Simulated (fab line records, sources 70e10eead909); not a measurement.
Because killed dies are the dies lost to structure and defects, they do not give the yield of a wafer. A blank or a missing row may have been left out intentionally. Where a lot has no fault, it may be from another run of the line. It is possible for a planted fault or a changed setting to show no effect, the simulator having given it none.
The tool behind it: which one?    flow nand harc    72 wafers from 24 lots sampled at 5 of the route's 1302 steps

== WHAT THE GAUGES READ, wafer by wafer ==
NHARC_A_STAIRCASE_INSPECT_155. Usual: raw defect count at 403, with a standard deviation of 110.
lot   measured      on                 raw defect count  flag
L074  day 19 10:59  defect inspect-02  249 358 380       
L075  day 19 10:43  defect inspect-01  394 413 359       
L076  day 19 23:17  defect inspect-02  445 431 387       
L077  day 20 08:53  defect inspect-02  452 384 525       
L078  day 20 18:02  defect inspect-01  427 523 696       
L079  day 20 17:36  defect inspect-02  374 460 458       
L080  day 21 21:25  defect inspect-01  283 427 502       
L081  day 21 20:44  defect inspect-01  332 349 328       
L082  day 22 11:30  defect inspect-02  340 333 282       
L083  day 22 23:27  defect inspect-01  290 361 370       
L084  day 23 18:13  defect inspect-01  477 695 347       
L086  day 23 23:19  defect inspect-01  464 362 407       
L085  day 23 23:31  defect inspect-01  694 524 689       
L087  day 24 09:48  defect inspect-02  373 394 335       
L089  day 24 23:05  defect inspect-02  407 279 412       
L088  day 25 06:09  defect inspect-02  493 410 385       
L091  day 25 20:51  defect inspect-01  377 295 296       
L090  day 26 05:30  defect inspect-02  403 465 489       
L092  day 26 19:37  defect inspect-02  369 297 472       
L095  day 27 09:23  defect inspect-01  310 507 390       
L094  day 27 09:23  defect inspect-02  601 473 250       
L093  day 27 11:59  defect inspect-01  315 572 521       
L096  day 27 12:05  defect inspect-02  459 282 434       
L097  day 29 00:07  defect inspect-02  447 304 378       

== WHAT TOOL EACH LOT RAN ON (gives the tool, then ch and the chambers of the sampled wafers, and finally the start) ==
lot   NHARC_A_STAIRCASE_ETCH_451                     NHARC_A_STAIRCASE_ETCH_273                     NHARC_A_STAIRCASE_HM_OPEN_460                  NHARC_A_STAIRCASE_STRIP_295
L074  rie diel-10 ch 0,1,3, day 19 10:59 or earlier  rie diel-10 ch 0,3, day 19 10:59 or earlier    rie diel-10 ch 0,2,3, day 19 10:59 or earlier  rie diel-10 ch 1,2,3, day 19 10:59 or earlier
L075  rie diel-01 ch 2,3, day 19 10:43 or earlier    rie diel-01 ch 1,2, day 19 10:43 or earlier    rie diel-10 ch 0,1, day 19 10:43 or earlier    rie diel-10 ch 2,3, day 19 10:43 or earlier
L076  rie diel-05 ch 1,2,3, day 19 23:17 or earlier  rie diel-05 ch 1,3, day 19 23:17 or earlier    rie diel-05 ch 1,2,3, day 19 23:17 or earlier  rie diel-05 ch 1,2, day 19 23:17 or earlier
L077  rie diel-01 ch 0,2,3, day 17 23:08 or earlier  rie diel-01 ch 1,2, day 17 23:08 or earlier    rie diel-05 ch 2,3, day 17 23:08 or earlier    rie diel-01 ch 2,3, day 17 23:08
L078  rie diel-10 ch 0,1, day 20 18:02 or earlier    rie diel-10 ch 1,2, day 20 18:02 or earlier    rie diel-01 ch 0,3, day 20 18:02 or earlier    rie diel-01 ch 0,1,3, day 20 18:02 or earlier
L079  rie diel-01 ch 2,3, day 20 17:36 or earlier    rie diel-01 ch 0,1,3, day 20 17:36 or earlier  rie diel-01 ch 1,2, day 20 17:36 or earlier    rie diel-01 ch 0,1,2, day 20 17:36 or earlier
L080  rie diel-05 ch 1,2,3, day 21 21:25 or earlier  rie diel-05 ch 0,1, day 21 21:25 or earlier    rie diel-10 ch 1,2,3, day 21 21:25 or earlier  rie diel-10 ch 1,2,3, day 21 21:25 or earlier
L081  rie diel-10 ch 0,2,3, day 21 20:44 or earlier  rie diel-10 ch 1,2,3, day 21 20:44 or earlier  rie diel-05 ch 1,2, day 21 20:44 or earlier    rie diel-05 ch 0,3, day 21 20:44 or earlier
L082  rie diel-10 ch 1,2,3, day 22 11:30 or earlier  rie diel-10 ch 0,1,3, day 22 11:30 or earlier  rie diel-05 ch 1,2,3, day 22 11:30 or earlier  rie diel-05 ch 1,2,3, day 22 11:30 or earlier
L083  rie diel-10 ch 0,1,3, day 22 23:27 or earlier  rie diel-10 ch 0,1, day 22 23:27 or earlier    rie diel-05 ch 1,2,3, day 22 23:27 or earlier  rie diel-05 ch 1,2, day 22 23:27 or earlier
L084  rie diel-05 ch 0,1, day 23 18:13 or earlier    rie diel-05 ch 0,3, day 23 18:13 or earlier    rie diel-10 ch 0,2, day 23 18:13 or earlier    rie diel-10 ch 1,2, day 23 18:13 or earlier
L086  rie diel-01 ch 0,2,3, day 23 23:19 or earlier  rie diel-01 ch 0,1,2, day 23 23:19 or earlier  rie diel-01 ch 0,2,3, day 23 23:19 or earlier  rie diel-01 ch 0,2,3, day 23 23:19 or earlier
L085  rie diel-05 ch 0,2,3, day 23 23:31 or earlier  rie diel-05 ch 0,3, day 23 23:31 or earlier    rie diel-10 ch 1,3, day 23 23:31 or earlier    rie diel-10 ch 0,2, day 23 23:31 or earlier
L087  rie diel-01 ch 1,2,3, day 24 09:48 or earlier  rie diel-01 ch 0,1, day 24 09:48 or earlier    rie diel-05 ch 0,1, day 24 09:48 or earlier    rie diel-05 ch 1,2,3, day 24 09:48 or earlier
L089  rie diel-05 ch 1,2, day 24 23:05 or earlier    rie diel-05 ch 0,1,2, day 24 23:05 or earlier  rie diel-01 ch 1,2,3, day 24 23:05 or earlier  rie diel-01 ch 0,1,2, day 24 23:05 or earlier
L088  rie diel-05 ch 0,1,2, day 25 06:09 or earlier  rie diel-05 ch 0,2,3, day 25 06:09 or earlier  rie diel-05 ch 1,2,3, day 25 06:09 or earlier  rie diel-05 ch 1,2,3, day 25 06:09 or earlier
L091  rie diel-05 ch 0,2,3, day 25 20:51 or earlier  rie diel-05 ch 1,2,3, day 25 20:51 or earlier  rie diel-05 ch 0,1,3, day 25 20:51 or earlier  rie diel-05 ch 0,2,3, day 25 20:51 or earlier
L090  rie diel-10 ch 0,2, day 26 05:30 or earlier    rie diel-10 ch 0,3, day 26 05:30 or earlier    rie diel-01 ch 0,1, day 26 05:30 or earlier    rie diel-01 ch 2,3, day 26 05:30 or earlier
L092  rie diel-10 ch 0,1,2, day 26 19:37 or earlier  rie diel-10 ch 0,2,3, day 26 19:37 or earlier  rie diel-10 ch 0,1,2, day 26 19:37 or earlier  rie diel-10 ch 1,2,3, day 26 19:37 or earlier
L095  rie diel-01 ch 0,1,2, day 27 09:23 or earlier  rie diel-01 ch 0,2,3, day 27 09:23 or earlier  rie diel-10 ch 0,3, day 27 09:23 or earlier    rie diel-10 ch 0,1,3, day 27 09:23 or earlier
L094  rie diel-10 ch 1,2,3, day 27 09:23 or earlier  rie diel-10 ch 0,2,3, day 27 09:23 or earlier  rie diel-05 ch 1,2,3, day 27 09:23 or earlier  rie diel-05 ch 1,3, day 27 09:23 or earlier
L093  rie diel-01 ch 0,3, day 27 11:59 or earlier    rie diel-01 ch 0,1, day 27 11:59 or earlier    rie diel-01 ch 1,2, day 27 11:59 or earlier    rie diel-01 ch 1,2,3, day 27 11:59 or earlier
L096  rie diel-10 ch 0,2,3, day 27 12:05 or earlier  rie diel-10 ch 0,3, day 27 12:05 or earlier    rie diel-10 ch 0,1,2, day 27 12:05 or earlier  rie diel-10 ch 2,3, day 27 12:05 or earlier
L097  rie diel-01 ch 1,2,3, day 29 00:07 or earlier  rie diel-01 ch 0,1,3, day 29 00:07 or earlier  rie diel-05 ch 1,2,3, day 29 00:07 or earlier  rie diel-05 ch 1,2,3, day 29 00:07 or earlier
- NHARC_A_STAIRCASE_ETCH_451: etches the open film in CF4/O2, target depth 30 nm, overetch 3 nm, time 16.5 s.
- NHARC_A_STAIRCASE_ETCH_273: etches the open film in C4F8/O2/Ar, target depth 10200 nm, time 2468.6 s.
- NHARC_A_STAIRCASE_HM_OPEN_460: chemistry O2/COS.
- NHARC_A_STAIRCASE_STRIP_295: strips in O2.

== WHAT THE TOOLS THEMSELVES READ (means of the sampled wafers that have a number; where no wafer has one, the mark that the record gives instead) ==
NHARC_A_STAIRCASE_ETCH_451. Usual: drypump motor current A 5.6 A, standard deviation 0.44; oes product au 1.003 a.u., standard deviation 0.0072; rf vpp V 198.1 V, standard deviation 1.2; showerhead plenum p Torr 1.35 Torr, standard deviation 0.048; throttle valve pct 13.397 %, standard deviation 0.0092.
lot   tool         drypump motor current A (A)  oes product au (a.u.)  rf vpp V (V)  showerhead plenum p Torr (Torr)  throttle valve pct (%)  flag
L074  rie diel-10  5.7                          1.006                  198.1         1.34                             13.398                  
L075  rie diel-01  5.7                          0.996                  197.8         1.36                             13.394                  
L076  rie diel-05  5.4                          1.009                  198.2         1.32                             13.400                  
L077  rie diel-01  5.6                          1.014                  197.5         1.36                             13.386                  
L078  rie diel-10  5.5                          0.996                  198.1         1.36                             13.397                  
L079  rie diel-01  5.7                          1.002                  197.9         1.36                             13.403                  
L080  rie diel-05  5.4                          0.996                  196.9         1.32                             13.398                  
L081  rie diel-10  5.6                          1.008                  197.6         1.35                             13.391                  
L082  rie diel-10  6.0                          1.009                  198.2         1.35                             13.404                  
L083  rie diel-10  5.8                          0.999                  198.4         1.33                             13.394                  
L084  rie diel-05  5.5                          1.009                  197.6         1.32                             13.395                  
L086  rie diel-01  5.6                          1.006                  197.8         1.35                             13.406                  
L085  rie diel-05  5.1                          0.999                  198.5         1.35                             13.407                  
L087  rie diel-01  5.8                          1.002                  198.8         1.37                             13.395                  
L089  rie diel-05  5.2                          1.004                  198.4         1.35                             13.400                  
L088  rie diel-05  5.4                          0.998                  197.6         1.33                             13.394                  
L091  rie diel-05  5.1                          0.998                  197.6         1.34                             13.398                  
L090  rie diel-10  5.5                          0.996                  198.4         1.38                             13.404                  
L092  rie diel-10  5.7                          0.996                  199.1         1.37                             13.408                  
L095  rie diel-01  5.7                          0.991                  198.3         1.36                             13.397                  
L094  rie diel-10  6.0                          1.001                  198.2         1.34                             13.396                  
L093  rie diel-01  5.6                          0.993                  198.6         1.35                             13.395                  
L096  rie diel-10  5.6                          1.013                  198.6         1.34                             13.401                  
L097  rie diel-01  5.9                          1.003                  198.4         1.36                             13.403                  

NHARC_A_STAIRCASE_ETCH_273. Usual: oes product au 0.939 a.u., standard deviation 0.011; rf vpp V 1829 V, standard deviation 9.4.
lot   tool         oes product au (a.u.)  rf vpp V (V)  flag
L074  rie diel-10  0.926                  1827          
L075  rie diel-01  0.950                  1840          
L076  rie diel-05  0.924                  1817          
L077  rie diel-01  0.944                  1839          
L078  rie diel-10  0.929                  1839          
L079  rie diel-01  0.930                  1836          
L080  rie diel-05  0.950                  1818          
L081  rie diel-10  0.956                  1830          
L082  rie diel-10  0.934                  1826          
L083  rie diel-10  0.926                  1831          
L084  rie diel-05  0.936                  1822          
L086  rie diel-01  0.953                  1834          
L085  rie diel-05  0.946                  1822          
L087  rie diel-01  0.935                  1834          
L089  rie diel-05  0.943                  1827          
L088  rie diel-05  0.935                  1828          
L091  rie diel-05  0.933                  1822          
L090  rie diel-10  0.933                  1824          
L092  rie diel-10  0.947                  1828          
L095  rie diel-01  0.946                  1828          
L094  rie diel-10  0.951                  1827          
L093  rie diel-01  0.938                  1837          
L096  rie diel-10  0.931                  1820          
L097  rie diel-01  0.942                  1833          

NHARC_A_STAIRCASE_HM_OPEN_460. Usual: drypump motor current A 5.6 A, standard deviation 0.48; oes product au 1.003 a.u., standard deviation 0.0071; rf vpp V 467.5 V, standard deviation 2.6; showerhead plenum p Torr 3.14 Torr, standard deviation 0.12; throttle valve pct 28.329 %, standard deviation 0.0086.
lot   tool         drypump motor current A (A)  oes product au (a.u.)  rf vpp V (V)  showerhead plenum p Torr (Torr)  throttle valve pct (%)  flag
L074  rie diel-10  5.5                          0.995                  468.6         3.16                             28.328                  
L075  rie diel-10  5.9                          0.992                  468.3         3.19                             28.332                  
L076  rie diel-05  5.4                          0.999                  466.9         3.09                             28.323                  
L077  rie diel-05  5.0                          1.005                  468.5         3.20                             28.334                  
L078  rie diel-01  5.6                          1.005                  469.4         3.17                             28.321                  
L079  rie diel-01  6.0                          1.000                  469.9         3.25                             28.325                  
L080  rie diel-10  6.0                          1.010                  468.1         3.16                             28.330                  
L081  rie diel-05  5.3                          1.000                  467.8         3.17                             28.326                  
L082  rie diel-05  5.4                          1.004                  466.3         3.08                             28.325                  
L083  rie diel-05  5.5                          1.005                  466.4         3.08                             28.325                  
L084  rie diel-10  5.5                          1.001                  469.5         3.23                             28.326                  
L086  rie diel-01  5.6                          1.012                  468.6         3.15                             28.324                  
L085  rie diel-10  6.2                          1.007                  467.0         3.12                             28.335                  
L087  rie diel-05  5.6                          1.004                  466.6         3.09                             28.325                  
L089  rie diel-01  5.8                          1.004                  469.0         3.20                             28.337                  
L088  rie diel-05  5.4                          1.008                  466.3         3.07                             28.333                  
L091  rie diel-05  5.5                          1.004                  464.7         3.03                             28.326                  
L090  rie diel-01  5.9                          1.009                  469.4         3.24                             28.329                  
L092  rie diel-10  5.7                          1.001                  467.8         3.19                             28.330                  
L095  rie diel-10  5.3                          1.004                  466.9         3.08                             28.323                  
L094  rie diel-05  5.4                          1.001                  465.5         3.06                             28.319                  
L093  rie diel-01  5.9                          0.999                  469.2         3.23                             28.342                  
L096  rie diel-10  5.7                          1.011                  468.5         3.18                             28.330                  
L097  rie diel-05  5.4                          1.003                  466.7         3.06                             28.328                  

NHARC_A_STAIRCASE_STRIP_295. Usual: drypump motor current A 5.6 A, standard deviation 0.47; oes product au 1.003 a.u., standard deviation 0.0075; rf vpp V 57.7 V, standard deviation 0.9; showerhead plenum p Torr 3.55 Torr, standard deviation 0.13; throttle valve pct 17.037 %, standard deviation 0.0088.
lot   tool         drypump motor current A (A)  oes product au (a.u.)  rf vpp V (V)  showerhead plenum p Torr (Torr)  throttle valve pct (%)  flag
L074  rie diel-10  6.0                          0.992                  58.1          3.58                             17.031                  
L075  rie diel-10  5.8                          0.997                  57.8          3.52                             17.040                  
L076  rie diel-05  5.3                          0.994                  57.7          3.59                             17.034                  
L077  rie diel-01  5.6                          1.010                  57.0          3.57                             17.033                  
L078  rie diel-01  5.9                          1.005                  58.7          3.64                             17.032                  
L079  rie diel-01  5.7                          1.011                  58.8          3.62                             17.040                  
L080  rie diel-10  6.0                          1.001                  56.5          3.57                             17.036                  
L081  rie diel-05  5.3                          1.005                  57.5          3.47                             17.037                  
L082  rie diel-05  5.4                          1.007                  57.6          3.48                             17.029                  
L083  rie diel-05  5.7                          0.994                  57.0          3.45                             17.028                  
L084  rie diel-10  6.2                          0.998                  57.6          3.63                             17.041                  
L086  rie diel-01  5.6                          1.004                  57.8          3.56                             17.044                  
L085  rie diel-10  5.3                          1.005                  57.9          3.60                             17.043                  
L087  rie diel-05  5.4                          0.998                  56.7          3.47                             17.026                  
L089  rie diel-01  5.7                          1.003                  57.2          3.61                             17.041                  
L088  rie diel-05  5.4                          0.996                  57.8          3.47                             17.040                  
L091  rie diel-05  5.2                          0.998                  58.2          3.55                             17.042                  
L090  rie diel-01  5.8                          1.011                  57.7          3.55                             17.041                  
L092  rie diel-10  6.0                          0.998                  57.9          3.55                             17.031                  
L095  rie diel-10  5.8                          1.003                  58.1          3.50                             17.036                  
L094  rie diel-05  5.8                          0.999                  57.7          3.34                             17.035                  
L093  rie diel-01  5.9                          1.002                  57.0          3.60                             17.036                  
L096  rie diel-10  5.8                          1.018                  58.3          3.48                             17.043                  
L097  rie diel-05  5.5                          1.002                  57.0          3.46                             17.034                  

== THE ANSWER, worked out from the rows above alone ==
Rule: a lot counts as off when the mean over its wafers that have a number is more than 3 standard deviations away from the usual mean. A lot without any number at a reading at which 4 lots or more have one is off too. Where the step has rows for the other lots, those lots are counted as sound. After the gauges, taken in route order, come the tools' own readings; for these a lot's mean is taken, as printed above. The first step at which some lot is off is used, and at that step the reading that is off furthest; a lot without a number counts as furthest.
Across all readings shown, no lot is off: no conclusion can be drawn from this.

== WHAT THE SIMULATOR PUT IN ==
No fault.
